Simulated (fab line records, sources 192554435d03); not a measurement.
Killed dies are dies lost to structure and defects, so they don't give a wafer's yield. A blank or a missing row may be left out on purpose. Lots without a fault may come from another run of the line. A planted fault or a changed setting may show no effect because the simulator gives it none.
Which tool did it? | flow n5_finfet | 12 lots, 36 wafers sampled, at 2 steps of a route of 1938

WHAT THE GAUGES READ, wafer by wafer
N5_BEOL_M0_CUTY_OVL_MEAS_58.
lot  | measured     | on         | M0_ABLK_OVL (nm)
L075 | day 6 04:02  | overlay-01 | -0.9 -0.8 0.7
L077 | day 6 10:43  | overlay-01 | 0.0 1.0 0.9
L079 | day 6 19:21  | overlay-02 | -0.1 -0.7 -0.3
L081 | day 7 10:32  | overlay-01 | 0.8 1.8 0.6
L083 | day 8 06:22  | overlay-01 | -0.3 -0.8 -1.5
L085 | day 8 12:45  | overlay-02 | 0.4 -1.3 -0.2
L087 | day 9 02:54  | overlay-02 | 0.2 0.8 -0.1
L089 | day 9 16:24  | overlay-01 | 0.7 -0.6 -1.3
L091 | day 10 03:49 | overlay-01 | 0.9 -0.8 -0.1
L093 | day 10 08:37 | overlay-01 | 0.2 0.8 1.8
L095 | day 11 00:30 | overlay-02 | -0.2 0.0 -0.2
L097 | day 11 12:48 | overlay-02 | 0.3 -0.5 -0.4

WHICH TOOL RAN EACH LOT (tool, then ch and the chambers of the sampled wafers, then the start)
lot  | N5_BEOL_M0_SAQP_DESCUM_45
L075 | rie_diel-05 ch 0,2,3, day 6 02:42
L077 | rie_diel-05 ch 0,1,2, day 6 09:23
L079 | rie_diel-04 ch 0,1,3, day 6 17:43
L081 | rie_diel-04 ch 1,2, day 7 09:18
L083 | rie_diel-04 ch 1,2,3, day 8 04:47
L085 | rie_diel-02 ch 0,1,3, day 8 11:32
L087 | rie_diel-02 ch 1,2, day 9 01:34
L089 | rie_diel-05 ch 0,3, day 9 15:01
L091 | rie_diel-05 ch 0,1,2, day 10 02:25
L093 | rie_diel-04 ch 2,3, day 10 07:17
L095 | rie_diel-02 ch 0,1,2, day 10 23:07
L097 | rie_diel-05 ch 1,3, day 11 11:13
- N5_BEOL_M0_SAQP_DESCUM_45: chemistry O2, time 7 s.

THE ANSWER, worked out from the rows above alone
Rule: what is usual is taken from the lots themselves. Put in order of their means at a reading, lots are off if they are a third of the lots or fewer, leave a main group of 4 or more, and stand apart from it by a gap of 3 or more times the standard deviation of the main group's means; of several such gaps the widest counts. A main group whose means are all the same, to the digits that the tables above print for the reading, isn't used. A lot without any number at a reading at which 4 lots or more have one is off too. The other lots that the step has rows for count as sound.
No lot is off at any reading shown: from this, nothing can be told.

WHAT THE SIMULATOR HAD PUT IN
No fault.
